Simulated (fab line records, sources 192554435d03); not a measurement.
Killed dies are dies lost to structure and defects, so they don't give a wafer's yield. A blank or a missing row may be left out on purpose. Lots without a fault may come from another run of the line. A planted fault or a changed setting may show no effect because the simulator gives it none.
fab line records | flow n5_finfet
record lots=10 wafers=28 last_day=18
route steps=1938 shown ILD0@343 SDB@356 BEOL_M4@1111
lots that met no fault: from a run of the same line without faults
start_h: hours from the record's first day to the start of the lot's first wafer shown | wait_h: hours since the lot's step before | " the same as in the row above | L1.1+2: a row that stands for several wafers | - no value, or no start given | * or withheld: withheld | < > ~ a bound
route shown NAME@n: a module of which the file shows steps, and the number in the route of the first | usual: mean/standard deviation of fault-free wafers | same: alike in all rows | chamber/n: place in a boat | sites: the reading at each site | _std_site: their standard deviation | _edge_site: outer sites' mean less inner sites' | radius_mm: how far each site lies from the wafer's centre | mask NAME#n: copy n | behind: the tool/chamber that last shaped the wafer | hold: why the lot was held/for how many hours/how that ended | device: the transistor (n, p or np) that didn't switch | end of line: the same wafers' tests at the end of the route | a step without rows: its recipe alone | killed: dies lost to structure and defects at the first sort, not the wafer's yield | map: a wafer's dies, x killed, . not, _ none there
set.NAME: the setting as run; set.NAME@STEP: as run at that earlier step | model.NAME: the simulator's own value behind a step, which no gauge read
steps of the route over a sample of lots; a table a step, a row a wafer
services: from which hour (start_h, from the record's first day; less than 0 if before it) a tool's chamber was out of use, for how many hours, and why
## steps
# step N5_ILD0_ALD_15
# recipe material=SiNx target_thk_a=240 temp_c=400 ald_precursor_family=SiH2I2 ald_co_reactant=N2/H2-plasma pulse_time_s=1 ald_cycles=480 purge_time_s=2 co_reactant_purge_time_s=2 pressure_torr=2
# usual heater_power_w=905/82 precursor_pulse_height_rel=0.999/0.02
# columns lot.wafer tool chamber start_h wait_h heater_power_w precursor_pulse_height_rel
L786.1 ald_sin-04 2 67.07 0.6 1043 1.023
L786.5 " 3 68.15 1.2 923 0.988
L786.6 " 2 " " 1029 1.037
L791.3 ald_sin-01 3 93.93 0.4 755 0.976
L791.4 " 1 " " 929 0.983
L791.6 " 3 95.02 1.1 755 0.995
L792.1 ald_sin-02 0 97.25 0.6 948 0.996
L792.3 " 2 " " 849 1.044
L792.6 " 0 98.33 1.1 953 0.997
L793.2 ald_sin-02 0 103.20 0.5 939 1.011
L793.3 " 2 " " 890 0.996
L793.5 " 3 104.29 1.2 878 0.975
L795.1 ald_sin-04 2 117.34 0.6 1048 0.989
L795.2 " 3 " " 919 1.030
L795.4 " 0 " " 965 1.010
L796.1 ald_sin-04 1 120.59 0.6 843 1.030
L796.2 " 3 " " 935 0.989
L796.6 " 1 121.67 1.1 863 1.005
L797.2 ald_sin-04 3 131.85 0.5 926 0.992
L797.3 " 2 " " 1013 1.013
L797.6 " 1 132.94 1.1 827 1.005
L800.2 ald_sin-02 0 149.63 1.0 944 1.006
L800.3 " 3 " " 908 0.993
L800.5 " 0 150.71 1.8 939 1.006
L801.4 ald_sin-01 3 157.59 0.2 783 0.999
L807.2 ald_sin-04 1 191.04 2.5 844 0.989
L807.3 " 3 " " 908 0.989
L807.4 " 2 " " 1014 1.013
# step N5_SDB_CD_MEAS_11
# recipe target_cd_nm=50 landing_energy_ev=500 detector=se_inlens polarity=opening
# usual cd_nm=49.5/1.1
# columns lot.wafer tool chamber start_h wait_h cd_nm
L786.1 cd_sem-02 0 70.08 - 50.1
L786.5 " 0 " " 48.5
L786.6 " 0 " " 48.6
L791.3 cd_sem-01 0 96.81 - 49.2
L791.4 " 0 " " 48.2
L791.6 " 0 " " 49.1
L792.1 cd_sem-02 0 100.13 - 47.0
L792.3 " 0 " " 49.2
L792.6 " 0 " " 46.9
L793.2 cd_sem-03 0 106.09 - 48.9
L793.3 " 0 " " 48.8
L793.5 " 0 " " 49.9
L795.1 cd_sem-01 0 120.22 - 49.6
L795.2 " 0 " " 49.4
L795.4 " 0 " " 49.4
L796.1 cd_sem-02 0 123.60 - 50.8
L796.2 " 0 " " 49.2
L796.6 " 0 " " 50.6
L797.2 cd_sem-02 0 134.73 - 51.5
L797.3 " 0 " " 50.9
L797.6 " 0 " " 49.2
L800.2 cd_sem-03 0 152.64 - 49.7
L800.3 " 0 " " 49.8
L800.5 " 0 " " 49.6
L801.4 cd_sem-02 0 160.60 - 50.1
L807.2 cd_sem-01 0 194.05 - 51.1
L807.3 " 0 " " 48.1
L807.4 " 0 " " 50.1
# step N5_SDB_DESCUM_16
# recipe chemistry=O2 time_s=7.9 source_power_w=50 bias_power_w=20 pressure_mtorr=20 rf_frequency_hz=2.712e+07 temp_c=40 resist=CAR-ArF o2_flow_sccm=225
# usual drypump_motor_current_A=5.5/0.54 oes_product_au=0.82/0.068 rf_vpp_V=243.8/1.5 showerhead_plenum_p_Torr=2.14/0.07 throttle_valve_pct=20.50/0.21
# columns lot.wafer tool chamber start_h wait_h drypump_motor_current_A oes_product_au rf_hours_counter_h rf_vpp_V showerhead_plenum_p_Torr throttle_valve_pct
L786.1 rie_diel-01 2 70.70 0.6 4.9 0.76 135 245.1 2.21 20.73
L786.5 " 2 " " 5.0 0.76 - 243.7 2.21 20.72
L786.6 " 1 " " 5.2 0.96 - 242.8 2.16 20.43
L791.3 rie_diel-01 1 96.91 0.0 5.3 0.92 15 244.8 2.16 20.44
L791.4 " 3 " " 5.3 0.73 161 245.1 2.16 20.28
L791.6 " 2 " " 5.0 0.75 - 245.0 2.20 20.75
L792.1 rie_diel-01 2 101.63 1.4 5.0 0.74 148 244.2 2.20 20.75
L792.3 " 0 " " 6.4 0.86 69 243.9 2.11 20.12
L792.6 " 1 " " 5.2 0.93 - 244.6 2.15 20.45
L793.2 rie_diel-05 1 106.91 0.8 5.6 0.87 49 242.3 2.05 20.40
L793.3 " 3 " " 4.6 0.88 37 244.0 2.23 20.49
L793.5 " 2 " " 5.6 0.93 - 244.9 2.23 20.34
L795.1 rie_diel-05 1 120.31 0.0 5.6 0.87 54 243.5 2.04 20.40
L795.2 " 3 " " 4.6 0.87 42 245.9 2.22 20.50
L795.4 " 0 " " 6.2 0.85 64 240.6 2.05 20.75
L796.1 rie_diel-03 0 123.68 0.0 5.7 0.76 120 245.0 2.18 20.41
L796.2 " 2 " " 5.3 0.78 95 244.7 2.13 20.85
L796.6 " 2 " " 5.3 0.79 - 242.7 2.13 20.85
L797.2 rie_diel-05 1 134.82 0.0 5.7 0.86 59 241.3 2.04 20.40
L797.3 " 2 " " 5.6 0.91 33 245.5 2.22 20.35
L797.6 " 0 " " 6.2 0.85 - 243.0 2.05 20.78
L800.2 rie_diel-03 2 152.72 0.0 5.3 0.77 108 244.2 2.12 20.88
L800.3 " 1 " " 5.2 0.82 103 243.7 2.12 20.52
L800.5 " 3 " " 6.4 0.69 - 241.7 2.00 20.80
L801.4 rie_diel-05 3 160.70 0.0 4.6 0.84 - 244.2 2.22 20.53
L807.2 rie_diel-03 0 194.14 0.0 5.7 0.75 149 244.2 2.17 20.46
L807.3 " 3 " " 6.3 0.69 242 241.5 1.99 20.82
L807.4 " 2 " " 5.3 0.75 125 242.5 2.12 20.90
# step N5_SDB_ETCH_17
# recipe chemistry=CF4 target=SiARC target_depth_a=234 mask_material=CAR-ArF time_s=39 ion_energy_ev=80 pressure_mtorr=40 source_w=545 bias_w=36 Ar_flow_sccm=100 cf4_flow_sccm=100 ends=cleared
# usual drypump_motor_current_A=5.5/0.53 etch_rf_on_time_s=38.8/1.2 oes_product_au=0.70/0.055 rf_vpp_V=184.6/1.3 showerhead_plenum_p_Torr=2.19/0.073 throttle_valve_pct=15.63/0.18
# columns lot.wafer tool chamber start_h wait_h drypump_motor_current_A etch_rf_on_time_s oes_product_au rf_hours_counter_h rf_vpp_V showerhead_plenum_p_Torr throttle_valve_pct
L786.1 rie_diel-01 2 70.74 0.0 4.9 38.6 0.65 135 184.3 2.23 15.81
L786.5 " 2 " " 5.0 38.5 0.66 - 185.2 2.23 15.83
L786.6 " 1 " " 5.2 38.9 0.81 - 185.0 2.18 15.34
L791.3 rie_diel-01 1 96.95 0.0 5.2 38.5 0.79 15 185.3 2.18 15.36
L791.4 " 3 " " 5.3 38.7 0.63 161 185.5 2.23 15.64
L791.6 " 2 " " 4.9 38.7 0.65 - 186.2 2.23 15.81
L792.1 rie_diel-01 2 101.66 0.0 4.9 38.9 0.64 148 183.9 2.23 15.84
L792.3 " 0 " " 6.3 39.6 0.71 69 182.3 2.16 15.35
L792.6 " 1 " " 5.2 38.9 0.78 - 183.7 2.17 15.38
L793.2 rie_diel-05 1 106.95 0.0 5.7 37.7 0.75 49 183.5 2.08 15.43
L793.3 " 3 " " 4.6 40.2 0.74 37 184.8 2.28 15.65
L793.5 " 2 " " 5.6 36.6 0.80 - 186.8 2.27 15.52
L795.1 rie_diel-05 1 120.34 0.0 5.7 38.0 0.76 54 182.8 2.08 15.45
L795.2 " 3 " " 4.6 40.1 0.73 42 185.2 2.28 15.63
L795.4 " 0 " " 6.2 39.9 0.71 64 183.2 2.08 15.69
L796.1 rie_diel-03 0 123.72 0.0 5.7 38.3 0.66 120 186.0 2.23 15.56
L796.2 " 2 " " 5.3 40.3 0.66 95 183.6 2.17 15.87
L796.6 " 2 " " 5.3 40.4 0.66 - 185.1 2.17 15.90
L797.2 rie_diel-05 1 134.86 0.0 5.6 38.5 0.75 59 180.7 2.08 15.45
L797.3 " 2 " " 5.6 36.8 0.78 33 185.3 2.27 15.54
L797.6 " 0 " " 6.2 40.1 0.71 - 182.3 2.08 15.73
L800.2 rie_diel-03 2 152.76 0.0 5.3 40.2 0.66 108 183.3 2.17 15.91
L800.3 " 1 " " 5.2 39.7 0.69 103 184.0 2.15 15.55
L800.5 " 3 " " 6.4 38.9 0.60 - 184.1 2.05 16.00
L801.4 rie_diel-05 3 160.75 0.0 4.6 46.7 0.67 - 186.1 2.27 15.67
L807.2 rie_diel-03 0 194.17 0.0 5.7 37.9 0.65 149 186.8 2.22 15.62
L807.3 " 3 " " 6.3 38.5 0.59 242 182.0 2.05 16.02
L807.4 " 2 " " 5.3 39.9 0.64 125 185.4 2.16 15.95
# step N5_BEOL_M4_RC_MEAS_101
# usual DIBL_N=37.1/1.8 DIBL_P=37.2/2.1 IOFF_N=0.17/0.033 IOFF_P=0.22/0.037 ION_N=680/11 ION_P=464/7.7 SS_N=71.7/0.63 SS_P=73.6/0.67 VT_N=248.9/2.9 VT_P=-251/3.6
# columns lot.wafer tool chamber start_h wait_h DIBL_N[mV/V] DIBL_P[mV/V] IOFF_N[nA/um] IOFF_P[nA/um] ION_N[uA/um] ION_P[uA/um] SS_N[mV/dec] SS_P[mV/dec] VT_N[mV] VT_P[mV]
L792.1 prober-02 0 211.27 0.0 36.6 35.3 0.14 0.16 663 449 72.0 72.9 253.8 -254
L792.3 " 0 " " 37.9 38.5 0.18 0.22 684 464 72.4 74.1 248.7 -253
L792.6 " 0 " " 38.8 38.1 0.19 0.21 681 463 71.7 74.2 249.6 -253
L786.1 prober-02 0 213.05 0.0 37.9 37.9 0.17 0.20 671 454 72.0 73.3 250.8 -250
L786.5 " 0 " " 38.6 38.6 0.19 0.22 677 459 72.0 73.4 247.7 -249
L786.6 " 0 " " 38.9 40.7 0.21 0.26 713 480 71.7 73.4 244.9 -249
L793.2 prober-01 0 216.16 0.2 38.2 39.4 0.22 0.31 697 481 72.4 74.2 245.5 -244
L793.3 " 0 " " 38.0 37.8 0.20 0.29 686 479 72.1 73.6 245.1 -243
L793.5 " 0 " " 37.1 36.8 0.18 0.26 680 466 72.2 73.5 246.5 -247
L791.3 prober-02 0 216.44 0.3 37.3 37.8 0.18 0.23 690 467 71.9 74.0 246.8 -249
L791.4 " 0 " " 39.4 38.5 0.21 0.24 693 462 72.3 74.5 245.6 -248
L791.6 " 0 " " 37.5 36.9 0.18 0.22 689 468 71.6 73.8 246.4 -249
L795.1 prober-01 0 235.29 0.0 35.6 35.8 0.15 0.20 675 466 71.2 73.9 249.1 -251
L795.2 " 0 " " 38.3 37.0 0.19 0.23 691 470 71.7 73.9 249.9 -249
L795.4 " 0 " " 34.8 34.9 0.14 0.19 678 464 70.5 72.2 250.8 -254
L796.1 prober-02 0 235.71 0.0 35.7 37.0 0.14 0.18 663 455 72.0 73.9 250.1 -254
L796.2 " 0 " " 38.2 41.7 0.21 0.25 690 469 71.6 75.1 245.4 -252
L796.6 " 0 " " 34.0 35.3 0.13 0.17 665 462 70.7 73.4 251.2 -255
L797.2 prober-01 0 240.99 0.2 38.3 38.8 0.17 0.24 671 463 71.8 75.1 250.1 -246
L797.3 " 0 " " 37.0 36.4 0.16 0.21 691 468 71.1 73.4 248.5 -252
L797.6 " 0 " " 35.7 34.3 0.14 0.17 672 457 71.4 72.9 251.5 -251
L800.2 prober-02 0 274.81 0.2 37.6 37.8 0.16 0.18 674 456 71.8 73.2 250.6 -256
L800.3 " 0 " " 37.6 37.0 0.15 0.17 673 459 71.1 72.8 250.8 -256
L800.5 " 0 " " 37.3 37.4 0.16 0.17 676 453 71.5 72.9 248.5 -256
L801.4 prober-02 0 282.21 0.5 36.9 39.4 0.18 0.22 683 467 71.5 73.8 246.6 -250
L807.2 prober-01 0 318.01 0.2 38.4 37.9 0.20 0.24 695 469 72.2 74.3 243.4 -249
L807.3 " 0 " " 37.4 36.2 0.18 0.22 678 461 72.0 73.4 247.8 -251
L807.4 " 0 " " 37.3 35.7 0.17 0.21 666 461 71.5 73.1 249.1 -252
## services
# columns tool chamber start_h hours kind
rie_diel-03 0 45.39 4.0 repair
ald_sin-01 0 47.41 8.8 repair
ald_sin-04 2 50.29 8.1 repair
ald_sin-01 - 56.26 2.8 pm
rie_diel-01 - 73.72 1.2 repair
rie_diel-01 1 77.18 4.7 repair
rie_diel-01 3 100.79 8.7 repair
ald_sin-02 1 106.60 13.3 repair
rie_diel-01 - 135.57 0.8 repair
rie_diel-05 1 148.75 2.2 repair
rie_diel-05 0 152.80 25.5 repair
rie_diel-05 1 160.48 5.4 repair
rie_diel-01 0 168.70 6.0 repair
ald_sin-01 - 178.19 14.0 pm
ald_sin-01 0 178.19 14.0 vent_cycle
ald_sin-01 1 178.19 14.0 vent_cycle
ald_sin-01 2 178.19 14.0 vent_cycle
ald_sin-01 3 178.19 14.0 vent_cycle
ald_sin-01 0 192.19 - clean
ald_sin-01 1 192.19 - clean
ald_sin-01 2 192.19 - clean
ald_sin-01 3 192.19 - clean
## key
first_sign step=N5_SDB_ETCH_17 reading=etch_rf_on_time_s direction=up sigmas=6.7 usual=* struck=*
effect none on later readings
met_at N5_SDB_ETCH_17
struck_lots L801
struck_wafers L801.4
not_acting_at N5_ILD0_ALD_15,N5_SDB_CD_MEAS_11,N5_SDB_DESCUM_16
onset_between 134.86 160.75
fault kind=process_parameter_drift tool=rie_diel-05 chamber=- onset_h=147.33 steps=N5_SDB_ETCH_17 channel=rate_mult offset=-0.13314 shape=step end_h=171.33 scope=struck_wafers_only
